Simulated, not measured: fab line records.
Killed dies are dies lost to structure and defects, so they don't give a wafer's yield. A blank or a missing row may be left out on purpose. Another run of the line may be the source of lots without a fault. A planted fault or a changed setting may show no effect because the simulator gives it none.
fab line records    flow n5Finfet
record: lots: 5  wafers: 15  lastDay: 18
route steps=1938 shown STI_FIN_REVEAL@192 DUMMY_GATE@212 BEOL_M4@1111 PASSIVATION@1936
lots untouched by any fault: they come from a run of this same line in which no faults occurred
startH: start of the lot's first displayed wafer, in hours after the record's first day    waitH: how many hours have passed since the lot's step before this one    " repeats the value in the row above    L1.1+2: one row covering several wafers at once    - no value present, or no start provided    * or withheld: withheld    < > ~ a bound
route shown NAME@n: names a module that has steps shown in the file, with the first one's number in the route    usual: mean/standard deviation taken from wafers without a fault    same: alike in all rows    chamber/n: place in a boat    sites: readings site by site    _std_site: standard deviation of those values    _edge_site: inner sites' mean taken away from outer sites' mean    radiusMm: for every site, how far away it sits from the centre of the wafer    mask NAME#n: copy n    behind: the tool/chamber that last shaped the wafer    hold: cause of the lot's hold/its duration in hours/its outcome    device: the n, p or np transistor that did not switch    end of line: tests run on the same wafers once the route is complete    a step with no rows: only its recipe    killed: count of dies lost to structure and defects at first sort (not the wafer's yield)    map: a wafer's dies, x killed, . not, _ none there
set.NAME: the setting the step ran with; set.NAME@STEP: the setting that earlier step ran with    model.NAME: the simulator's own value behind a step, which no gauge read
lots seen at some steps along the route; tables by step, rows by wafer
services: a tool's chamber out of use, with start hour (startH, from the record's first day; less than 0 if before it), hours out, and reason
== steps ==
step: N5_STI_FIN_REVEAL_PRECLEAN_25
recipe: chemistry: SPM  timeS: 90  tempC: 120  mix: 4:1
step: N5_STI_FIN_REVEAL_PRECLEAN_26
recipe: chemistry: SC1  timeS: 45  tempC: 46  mix: 1:2:100
step: N5_STI_FIN_REVEAL_PRECLEAN_29
recipe: chemistry: DHF  timeS: 30  tempC: 25  dilution: 300:1
step: N5_STI_FIN_REVEAL_SRD_12
recipe: timeS: 30  tempC: 23  rinseLiquid: diw  dry: ipaMarangoni
step: N5_STI_FIN_REVEAL_RECESS_09
recipe: chemistry: HF/NH3  target: SiO2  afsCycles: 11  targetDepthA: 425  tempC: 30  sublimationTempC: 180  sublimationTimeS: 60
step: N5_STI_FIN_REVEAL_STRIP_16
recipe: chemistry: H3PO4  material: SiNx  tempC: 165  targetDepthA: 238  overetchFraction: 0.4964  dry: ipaMarangoni
step: N5_STI_FIN_REVEAL_PRECLEAN_17
recipe: chemistry: NF3:NH3  afsCycles: 1  tempC: 30  timeS: 20  sublimationTempC: 180  sublimationTimeS: 60  pressureTorr: 3  rfPowerW: 30
step: N5_STI_FIN_REVEAL_ETCH_34
recipe: chemistry: H2  mode: isotropic  material: Si  target: Si  targetDepthA: 9.7  tempC: 20  pressureMtorr: 4.5  icpW: 300  biasW: 0  h2FlowSccm: 7.5  heFlowSccm: 142.5
step: N5_STI_FIN_REVEAL_OXIDATION_31
recipe: chemistry: O2_PLASMA_REMOTE  tempC: 150  timeS: 20  pressureMtorr: 1000  sourcePowerW: 2000  o2FlowSccm: 3000
step: N5_STI_FIN_REVEAL_PRECLEAN_32
recipe: chemistry: NF3:NH3  afsCycles: 1  tempC: 30  timeS: 20  sublimationTempC: 180  sublimationTimeS: 60  pressureTorr: 3  rfPowerW: 30
step: N5_STI_FIN_REVEAL_STRIP_35
recipe: chemistry: H3PO4  material: Si3N4  tempC: 165  targetDepthA: 40  timeS: 39
step: N5_STI_FIN_REVEAL_SRD_21
recipe: dry: ipaMarangoni  timeS: 30  tempC: 23  rinseLiquid: diw
step: N5_STI_FIN_REVEAL_OXIDATION_33
recipe: chemistry: O2_PLASMA_REMOTE  tempC: 150  timeS: 20  pressureMtorr: 1000  sourcePowerW: 2000  o2FlowSccm: 3000
usual: chamberPressureMTorr: 1000.1/0.83  drypumpMotorCurrentA: 5.5/0.5  heaterPowerW: 140/12  timeS: 20/0
lot.wafer  tool            chamber  startH  waitH  chamberPressureMTorr  drypumpMotorCurrentA  heaterPowerW  rfHoursCounterH  timeS
L642.1     plasmaAsher-02  0        42.68   0.0    1000.7                5.5                   141           29               20
L642.2     "               1        "       "      1001.0                5.6                   147           29               20
L642.5     "               0        "       "      1000.5                5.5                   144           -                20
L657.2     plasmaAsher-01  0        134.71  0.0    -                     -                     -             -                -
L657.3     "               0        "       "      -                     -                     -             -                -
L657.4     "               1        "       "      -                     -                     -             -                -
L658.1     plasmaAsher-02  0        138.22  0.0    -                     -                     -             -                -
L658.3     "               1        "       "      -                     -                     -             -                -
L658.5     "               1        "       "      -                     -                     -             -                -
L659.1     plasmaAsher-01  1        146.30  0.0    -                     -                     -             -                -
L659.3     "               1        "       "      -                     -                     -             -                -
L659.4     "               0        "       "      -                     -                     -             -                -
L664.2     plasmaAsher-01  0        178.00  0.0    999.8                 6.2                   124           116              20
L664.3     "               1        "       "      1000.2                4.9                   152           -                20
L664.6     "               1        "       "      999.9                 4.9                   154           -                20
step: N5_STI_FIN_REVEAL_CLEAN_19
recipe: chemistry: O3/DIW  tempC: 25  timeS: 120  o3Ppm: 10
step: N5_STI_FIN_REVEAL_SRD_23
recipe: dry: ipaMarangoni  timeS: 30  tempC: 23  rinseLiquid: diw
step: N5_STI_FIN_REVEAL_CD_MEAS_22
recipe: targetCdNm: 6.238  pitchNm: 28  polarity: line
usual: cdNm: 6.28/0.28
lot.wafer  tool      chamber  startH  waitH  cdNm
L642.1     cdSem-01  -        42.89   0.0    6.43
L642.2     "         -        "       "      6.41
L642.5     "         -        "       "      6.23
L657.2     cdSem-02  -        134.88  0.0    7.67
L657.3     "         -        "       "      7.64
L657.4     "         -        "       "      7.70
L658.1     cdSem-01  -        138.38  0.0    6.77
L658.3     "         -        "       "      7.31
L658.5     "         -        "       "      7.25
L659.1     cdSem-01  -        146.46  0.0    6.99
L659.3     "         -        "       "      7.52
L659.4     "         -        "       "      7.49
L664.2     cdSem-01  -        178.17  0.0    6.04
L664.3     "         -        "       "      6.79
L664.6     "         -        "       "      6.21
step: N5_STI_FIN_REVEAL_PRECLEAN_18
recipe: chemistry: SC2  timeS: 45  tempC: 35  mix: 1:1:50
step: N5_STI_FIN_REVEAL_SRD_28
recipe: dry: ipaMarangoni  timeS: 30  tempC: 23  rinseLiquid: diw
step: N5_DUMMY_GATE_PRECLEAN_00
recipe: chemistry: O3/DIW  timeS: 60  tempC: 22  o3Ppm: 10
step: N5_DUMMY_GATE_SRD_01
recipe: timeS: 30  tempC: 23  rinseLiquid: diw  dry: ipaMarangoni
step: N5_DUMMY_GATE_ALD_02
recipe: material: SiO2  targetThkA: 20  tempC: 300  aldPrecursorFamily: BDEAS  aldCoReactant: O2-plasma  pulseTimeS: 1  pressureTorr: 2
step: N5_DUMMY_GATE_CVD_03
recipe: material: a-Si  targetThkA: 1500  tempC: 530  precursor: SiH4  timeS: 8042
step: N5_DUMMY_GATE_PRECLEAN_46
recipe: chemistry: DIW  timeS: 89.5  tempC: 23
step: N5_DUMMY_GATE_SRD_47
recipe: dryTimeS: 32  dry: n2Spin  spinRpm: 1500
step: N5_DUMMY_GATE_CMP_04
recipe: material: a-Si  postCmpClean: alkalineBrush
step: N5_DUMMY_GATE_HM_DEP_06
recipe: material: SiNx  targetThkA: 800  precursor: DCS/NH3  tempC: 700  pressureMtorr: 300  timeS: 5141
step: N5_DUMMY_GATE_PECVD_30
recipe: material: SiO2  targetThkA: 550  tempC: 400  precursor: TEOS/O2  pressureTorr: 6.5  rfW: withheld  teosFlowSccm: withheld  gas: O2  flowSccm: 2650  timeS: 10.8
step: N5_DUMMY_GATE_COAT_34
recipe: resist: SOC  tempC: 250  timeS: 60  spinRpm: 1500  resistThkNm: 60
step: N5_DUMMY_GATE_COAT_35
recipe: resist: SiARC  tempC: 220  timeS: 60  spinRpm: 1500  resistThkNm: 10
step: N5_DUMMY_GATE_COAT_28
recipe: resist: underlayer  tempC: 205  timeS: 60  spinRpm: 1500  resistThkNm: 10
step: N5_DUMMY_GATE_COAT_09
recipe: resist: CAR-EUV  spinRpm: 1500  resistThkNm: 30
step: N5_DUMMY_GATE_EBR_11
recipe: solvent: PGMEA  ebrWidthMm: 1.5
step: N5_DUMMY_GATE_SOFTBAKE_10
recipe: tempC: 110  timeS: 60  resist: CAR-EUV
step: N5_DUMMY_GATE_EXPOSE_12
recipe: maskId: GATE  na: 0.33  sourceShape: annular  sigmaInner: 0.2  sigmaOuter: 0.6  polarization: unpolarized  targetCdNm: 25  doseMj: 34
step: N5_DUMMY_GATE_PEB_13
recipe: pebTempC: 100  pebTimeS: 60  resist: CAR-EUV
step: N5_DUMMY_GATE_DEVELOP_14
recipe: developTimeS: 30  developer: TMAH  resist: CAR-EUV  rinseLiquid: surfactantRinse  dry: airSpin  devTempC: 23
step: N5_BEOL_M4_RC_MEAS_101
usual: DIBL_N: 35.4/2.1  DIBL_P: 34.8/2.6  IOFF_N: 0.15/0.037  IOFF_N_85C: 3.0/0.61  IOFF_N_LIN: 0.070/0.014  IOFF_N_LONG: 5.62e-05/2.6e-06  IOFF_P: 0.19/0.037  IOFF_P_85C: 3.3/0.55  IOFF_P_LIN: 0.093/0.014  ION_N: 677/16  ION_P: 462/9.3  REXT_N: 75.4/1.6  REXT_P: 102.4/2.7  SS_N: 71.4/0.75  SS_P: 72.9/0.77  VT_N: 250/3.7  VT_N_LONG: 274.8/1.9  VT_N_LVT: 99/3.8  VT_P: -251/3.5  VT_P_LVT: -100/3.2
lot.wafer  tool       chamber  startH  waitH  DIBL_N[mV/V]  DIBL_P[mV/V]  IOFF_N[nA/um]  IOFF_N_85C[nA/um]  IOFF_N_LIN[nA/um]  IOFF_N_LONG[nA/um]  IOFF_P[nA/um]  IOFF_P_85C[nA/um]  IOFF_P_LIN[nA/um]  ION_N[uA/um]  ION_P[uA/um]  REXT_N[ohm.um]  REXT_P[ohm.um]  SS_N[mV/dec]  SS_P[mV/dec]  VT_N[mV]  VT_N_LONG[mV]  VT_N_LVT[mV]  VT_P[mV]  VT_P_LVT[mV]
L642.1     prober-02  0        183.59  0.0    31.6          28.4          0.09           2.0                0.048              5.67e-05            0.16           2.9                0.088              664           473           75.4            105.1           70.1          72.4          255       276.6          104           -252      -100
L642.2     "          0        "       "      35.5          33.2          0.14           2.8                0.068              5.69e-05            0.21           3.7                0.104              680           470           77.0            107.5           71.0          72.9          250       277.4          100           -249      -98
L642.5     "          0        "       "      34.3          31.4          0.13           2.7                0.066              5.85e-05            0.18           3.3                0.095              680           463           76.5            108.8           70.9          72.7          248       273.6          99            -249      -100
L658.1     prober-01  0        269.81  0.0    39.6          41.2          0.30           5.2                0.144              7.6e-05             0.31           5.0                0.157              718           476           71.0            96.7            72.4          74.3          238       264.8          86            -244      -94
L658.3     "          0        "       "      42.7          44.6          0.42           6.8                0.190              7.57e-05            0.39           6.1                0.186              746           489           70.7            98.2            73.3          75.2          237       264.0          82            -242      -92
L658.5     "          0        "       "      41.4          44.3          0.38           6.3                0.181              7.39e-05            0.38           6.1                0.186              730           492           71.9            97.5            72.2          75.4          237       263.6          83            -242      -91
L657.2     prober-01  0        278.99  0.2    44.6          47.2          0.48           7.8                0.206              7.3e-05             0.50           7.7                0.235              735           499           69.7            88.8            73.5          75.8          233       262.6          84            -237      -89
L657.3     "          0        "       "      41.5          44.8          0.34           5.8                0.165              7.18e-05            0.42           6.6                0.207              721           487           71.2            90.7            72.4          75.6          235       266.4          87            -241      -91
L657.4     "          0        "       "      44.8          44.8          0.54           8.4                0.174              7.24e-05            0.40           6.4                0.201              713           478           69.8            89.7            75.2          74.6          235       267.1          88            -242      -91
L659.1     prober-01  0        283.59  0.0    40.6          43.3          0.30           5.2                0.147              6.95e-05            0.34           5.4                0.174              734           490           70.6            96.8            72.7          75.7          240       264.4          88            -244      -93
L659.3     "          0        "       "      43.2          45.8          0.41           6.8                0.191              7.24e-05            0.42           6.3                0.198              735           486           71.5            98.2            72.2          76.2          234       264.9          82            -241      -91
L659.4     "          0        "       "      38.9          41.6          0.27           4.8                0.135              7.18e-05            0.32           5.2                0.169              712           487           69.9            95.2            71.9          74.5          240       265.9          88            -243      -93
L664.2     prober-02  0        326.19  0.2    36.8          37.0          0.18           3.5                0.083              5.87e-05            0.19           3.3                0.091              703           462           74.2            103.2           72.1          73.5          248       275.3          98            -252      -103
L664.3     "          0        "       "      34.6          36.3          0.15           3.1                0.076              5.61e-05            0.20           3.4                0.096              689           468           75.4            100.5           71.3          72.6          247       274.5          97            -252      -100
L664.6     "          0        "       "      33.5          32.9          0.12           2.6                0.061              5.84e-05            0.15           2.8                0.080              680           463           73.7            100.1           71.7          72.2          251       273.3          102           -256      -104
step: N5_PASSIVATION_PROBE_49
usual: defectLimitedYield: 90.5/1.7  killed_at_M0_to_M3: 37/12  killed_at_M4_up: 14/5.2  killedAtContacts: 12/5.9  killedAtFrontEnd: 45/14  killedAtOther: 3.5/2.8  killedDies: 112/21  killedOpen: 73/15  killedShort: 36/8.9  sort_bin_4_leakage: 0.00/0.007  sort_bin_5_function: 5.6/1.2  sort_bin_6_memory: 3.5/0.68  sortNPass: 1068/21  sortYieldPct: 90.5/1.8
same: grossDies: 1180  killedAtBackSide: 0  sort_bin_8_speed[%]: 0
lot.wafer  tool       chamber  startH  waitH  defectLimitedYield[%]  killed_at_M0_to_M3  killed_at_M4_up  killedAtContacts  killedAtFrontEnd  killedAtOther  killedDies  killedOpen  killedShort  sort_bin_4_leakage[%]  sort_bin_5_function[%]  sort_bin_6_memory[%]  sortNPass  sortYieldPct[%]
L642.1     prober-02  -        300.92  0.0    91.8                   33                  20               2                 39                3              97          70          27           0                      4.8                     3.0                   1083       91.8
L642.2     prober-02  -        300.97  0.1    88.1                   47                  20               5                 65                3              140         92          47           0                      6.6                     4.9                   1040       88.1
L642.5     prober-02  -        301.12  0.2    91.5                   29                  11               11                47                2              100         60          40           0                      5.3                     2.5                   1080       91.5
L658.1     prober-01  -        379.61  0.4    90.7                   31                  11               18                47                3              110         73          36           0.08                   4.2                     4.7                   1069       90.6
L658.3     prober-01  -        379.71  0.5    91.2                   39                  16               21                27                1              104         58          45           17.80                  5.6                     2.6                   866        73.4
L658.5     prober-01  -        379.81  0.6    92.3                   17                  16               20                38                0              91          58          32           7.71                   5.0                     2.5                   998        84.6
L657.2     prober-01  -        379.96  0.6    92.9                   14                  16               6                 42                6              84          64          19           47.29                  4.2                     2.7                   538        45.6
L657.3     prober-01  -        380.01  0.7    90.0                   30                  9                7                 66                6              118         82          33           3.81                   5.2                     4.3                   1017       86.2
L657.4     prober-01  -        380.06  0.7    91.4                   38                  11               9                 36                8              102         60          40           63.14                  5.0                     3.1                   333        28.2
L659.1     prober-01  -        391.45  0.0    88.1                   47                  12               12                65                5              141         93          45           0.59                   7.2                     4.5                   1032       87.5
L659.3     prober-01  -        391.55  0.1    89.3                   45                  13               15                51                2              126         92          30           21.02                  6.4                     4.2                   806        68.3
L659.4     prober-01  -        391.60  0.2    87.9                   52                  13               10                60                8              143         102         38           0.08                   7.0                     4.7                   1036       87.8
L664.2     prober-01  -        438.10  0.1    92.5                   38                  13               6                 26                6              89          63          26           0                      3.7                     3.4                   1091       92.5
L664.3     prober-01  -        438.15  0.1    90.8                   24                  17               11                49                7              108         75          32           0                      5.1                     3.6                   1072       90.8
L664.6     prober-01  -        438.30  0.3    90.3                   48                  21               12                34                0              115         72          40           0                      4.8                     4.5                   1065       90.3
killed by level:class
L642.1 BEOL_M3:geometricParticle:open=11 BEOL_M4:geometricParticle:open=11 FIN_SAQP:geometricParticle:open=10 BEOL_M2:geometricParticle:open=10 FIN_SAQP:geometricParticle:short=7 DUMMY_GATE:geometricParticle:open=6 GATE_CUT:geometricParticle:open=4 GATE_CUT:geometricParticle:short=4
L642.2 FIN_SAQP:geometricParticle:open=17 FIN_SAQP:geometricParticle:short=17 STI_FIN_REVEAL:geometricParticle:open=14 BEOL_M4:geometricParticle:open=12 BEOL_M0_SAQP:geometricParticle:open=10 BEOL_M0_SAQP:geometricParticle:short=10 BEOL_M2:geometricParticle:open=10 BEOL_M3:geometricParticle:open=10
L642.5 MOL_CONTACT_COAG:geometricParticle:open=11 FIN_SAQP:geometricParticle:short=9 STI_FIN_REVEAL:geometricParticle:open=8 GATE_CUT:geometricParticle:short=8 BEOL_M3:geometricParticle:open=7 FIN_SAQP:geometricParticle:open=6 BEOL_M0:geometricParticle:short=6 BEOL_M4:geometricParticle:open=6
L658.1 MOL_CONTACT_COAG:geometricParticle:open=15 FIN_SAQP:geometricParticle:open=13 BEOL_M0_SAQP:geometricParticle:open=12 FIN_SAQP:geometricParticle:short=10 STARTING-WAFER:geometricParticle:short=6 BEOL_M1:geometricParticle:open=5 BEOL_M0_SAQP:geometricParticle:short=4 BEOL_M3:geometricParticle:open=3
L658.3 BEOL_M0_SAQP:geometricParticle:short=14 BEOL_M0_SAQP:geometricParticle:open=13 MOL_CONTACT_COAG:geometricParticle:open=12 MOL_CONTACT_COAG:geometricParticle:short=8 FIN_SAQP:geometricParticle:short=7 BEOL_M4:geometricParticle:open=6 STI_FIN_REVEAL:geometricParticle:open=4 BEOL_M1:geometricParticle:short=4
L658.5 MOL_CONTACT_COAG:geometricParticle:open=13 FIN_SAQP:geometricParticle:open=12 FIN_SAQP:geometricParticle:short=9 MOL_CONTACT_COAG:geometricParticle:short=7 BEOL_M0_SAQP:geometricParticle:open=6 BEOL_M0_SAQP:geometricParticle:short=6 BEOL_M8:geometricParticle:open=5 BEOL_M4:geometricParticle:open=5
L657.2 FIN_SAQP:geometricParticle:open=12 STI_FIN_REVEAL:geometricParticle:open=7 BEOL_M4:geometricParticle:open=6 STARTING-WAFER:geometricParticle:open=6 GATE_CUT:geometricParticle:short=4 MOL_CONTACT_COAG:geometricParticle:open=4 BEOL_M2:geometricParticle:open=4 BEOL_M3:geometricParticle:open=4
L657.3 STI_FIN_REVEAL:geometricParticle:open=32 FIN_SAQP:geometricParticle:open=7 BEOL_M3:geometricParticle:open=6 BEOL_M0_SAQP:geometricParticle:short=6 BEOL_M1:geometricParticle:open=6 STI_FIN_REVEAL:geometricParticle:short=5 BEOL_M2:geometricParticle:open=5 GATE_CUT:geometricParticle:open=4
L657.4 STI_FIN_REVEAL:geometricParticle:open=9 BEOL_M3:geometricParticle:open=8 MOL_CONTACT_COAG:geometricParticle:open=7 FIN_SAQP:geometricParticle:open=6 BEOL_M0_SAQP:geometricParticle:short=6 BEOL_M2:geometricParticle:open=6 BEOL_M0_SAQP:geometricParticle:open=5 PASS1_CAP:geometricParticle:short=5
L659.1 STI_FIN_REVEAL:geometricParticle:open=28 STI_FIN_REVEAL:geometricParticle:short=11 MOL_CONTACT_COAG:geometricParticle:open=9 BEOL_M3:geometricParticle:open=9 BEOL_M2:geometricParticle:open=8 FIN_SAQP:geometricParticle:short=8 BEOL_M0_SAQP:geometricParticle:open=8 BEOL_M0_SAQP:geometricParticle:short=7
L659.3 STI_FIN_REVEAL:geometricParticle:open=22 MOL_CONTACT_COAG:geometricParticle:open=12 BEOL_M3:geometricParticle:open=11 BEOL_M0_SAQP:geometricParticle:open=10 BEOL_M0_SAQP:geometricParticle:short=9 DUMMY_GATE:geometricParticle:open=5 BEOL_M0:geometricParticle:open=5 BEOL_M2:geometricParticle:open=5
L659.4 STI_FIN_REVEAL:geometricParticle:open=23 FIN_SAQP:geometricParticle:open=11 BEOL_M3:geometricParticle:open=10 BEOL_M0_SAQP:geometricParticle:short=10 MOL_CONTACT_COAG:geometricParticle:open=9 BEOL_M0_SAQP:geometricParticle:open=9 BEOL_M2:geometricParticle:open=7 BEOL_M4:geometricParticle:open=7
L664.2 BEOL_M0:geometricParticle:open=8 BEOL_M2:geometricParticle:open=7 BEOL_M3:geometricParticle:open=6 STI_FIN_REVEAL:geometricParticle:open=5 MOL_CONTACT_COAG:geometricParticle:open=5 ILD0:geometricParticle:open=4 BEOL_M0_SAQP:geometricParticle:short=4 BEOL_M0_SAQP:geometricParticle:open=4
L664.3 STI_FIN_REVEAL:geometricParticle:open=12 MOL_CONTACT_COAG:geometricParticle:open=8 BEOL_M3:geometricParticle:open=8 BEOL_M4:geometricParticle:open=7 FIN_SAQP:geometricParticle:short=5 FIN_SAQP:geometricParticle:open=5 DUMMY_GATE:geometricParticle:open=5 BEOL_M0_SAQP:geometricParticle:open=5
L664.6 STI_FIN_REVEAL:geometricParticle:open=9 BEOL_M0_SAQP:geometricParticle:open=9 BEOL_M0:geometricParticle:open=9 BEOL_M4:geometricParticle:open=9 MOL_CONTACT_COAG:geometricParticle:open=8 BEOL_M1:geometricParticle:open=8 BEOL_M1:geometricParticle:short=7 FIN_SAQP:geometricParticle:short=6
map L657.3 (x killed, . not)
_________________............________________
______________xx................_____________
___________..........x.............__________
__________...x.......x.............._________
________....x........x........xxx....._______
_______...........x..x..x.....x....x...______
______...............x.......x.........._____
_____.x.......x..........x...x....xx.....____
____....x......x.x....x...x...............___
___.x................x..........x..........__
___........................................__
__......x...x.x.......x....................._
__x........................................._
_....x..x......x...........x.....xx..........
_.....................................x......
_.x....x....x.....x.x..........x.x.x.........
_.....x..........x...........................
_x..............................x.........x..
_x..x.........................x..............
_.x.....................x..........x.........
_.......................x........xx..........
__x.x................................x..xx.._
__...x.x..............x.x........x........x._
___.x.......x....x.....x.........xxx.x.....__
___..x...............x.........x...........__
____.......xx...x..........x............x.___
_____.....x..x.x.....x.x......xx...x....x____
______...x.............x....x..........._____
_______...x...x.........x........x.....______
________.......x......x..............._______
__________...x...........x.........._________
___________.x......................__________
______________....x.......x...x._____________
_________________......x.x...________________
map L658.1 (x killed, . not)
_________________.......x....________________
______________.................._____________
___________.................x......__________
__________.....x.......x............_________
________.....x.......x...x............_______
_______......x.............x......x..x.______
______..x..............................._____
_____......x.....x.....................x.____
____......x..x.....x.....x..........x.....___
___.......x...................x............__
___..................x......x......x.....x.__
__......x.....x..xx..............x.x........_
__...x..............................x......._
_.x..x..x..........x........x.....x....x.....
_.x......xx.......x....x....x.x......x.x.....
_.x...........x........x..............x......
_x.....x...............................x.....
_x......x.....x...x....xx.......x...........x
_..x............x...........xx...............
_....x.....x..............x..................
_.x.................x......x..x..........x..x
__............x.x...x......................._
__.........................................._
___.......x........................x.......__
___..x.x....................x..........x...__
____......................x......x........___
_____.....x..............................____
______.......xx.......x......x.x.......x_____
_______..x.x..x.........x..............______
________...x....x..............x......_______
__________......x..................._________
___________.x.x......x...........x.__________
______________.....x.........x.._____________
_________________............________________
== services ==
tool            chamber  startH  hours  kind
plasmaAsher-01  -        27.37   0.7    repair
plasmaAsher-01  -        28.40   1.8    repair
plasmaAsher-01  -        51.81   2.8    pm
plasmaAsher-02  -        84.93   11.0   repair
== key ==
firstSign: step: N5_STI_FIN_REVEAL_OXIDATION_33  reading: toolRecord  direction: missing
effect: step: N5_STI_FIN_REVEAL_CD_MEAS_22  reading: cdNm  direction: up  sigmas: 3.9  usual: 6.28  struck: 7.37
effect: step: N5_BEOL_M4_RC_MEAS_101  reading: IOFF_N_LIN  direction: up  sigmas: 7.4  usual: 0.070  struck: 0.170
effect: step: N5_BEOL_M4_RC_MEAS_101  reading: IOFF_P_LIN  direction: up  sigmas: 6.9  usual: 0.093  struck: 0.190
effect: step: N5_BEOL_M4_RC_MEAS_101  reading: IOFF_N_LONG  direction: up  sigmas: 6.3  usual: 5.62e-05  struck: 7.29e-05
effect: step: N5_BEOL_M4_RC_MEAS_101  reading: IOFF_N  direction: up  sigmas: 6.3  usual: 0.15  struck: 0.38
effect: step: N5_BEOL_M4_RC_MEAS_101  reading: IOFF_N_85C  direction: up  sigmas: 5.6  usual: 3.0  struck: 6.3
effect: step: N5_BEOL_M4_RC_MEAS_101  reading: IOFF_P  direction: up  sigmas: 5.3  usual: 0.19  struck: 0.39
effect: step: N5_BEOL_M4_RC_MEAS_101  reading: VT_N_LONG  direction: down  sigmas: 5.1  usual: 274.8  struck: 264.9
effect: step: N5_BEOL_M4_RC_MEAS_101  reading: IOFF_P_85C  direction: up  sigmas: 5  usual: 3.3  struck: 6.1
effect: step: N5_BEOL_M4_RC_MEAS_101  reading: VT_N  direction: down  sigmas: 3.7  usual: 250  struck: 236
effect: step: N5_BEOL_M4_RC_MEAS_101  reading: DIBL_P  direction: up  sigmas: 3.6  usual: 34.8  struck: 44.2
effect: step: N5_BEOL_M4_RC_MEAS_101  reading: VT_N_LVT  direction: down  sigmas: 3.6  usual: 99  struck: 85
effect: step: N5_BEOL_M4_RC_MEAS_101  reading: ION_N  direction: up  sigmas: 3.2  usual: 677  struck: 727
effect: step: N5_PASSIVATION_PROBE_49  reading: sort_bin_4_leakage  direction: up  sigmas: 99+  usual: 0.00  struck: 17.95  wafersMoved: 7
metAt N5_STI_FIN_REVEAL_OXIDATION_33
struckWafers L657.2,L657.3,L657.4,L658.1,L658.3,L658.5,L659.1,L659.3,L659.4
onsetBetween 42.68 134.71
fault: kind: skippedStepWhole  tool: plasmaAsher-01,plasmaAsher-02  chamber: -  onsetH: 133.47  steps: N5_STI_FIN_REVEAL_OXIDATION_33  scope: struckLotsOnly
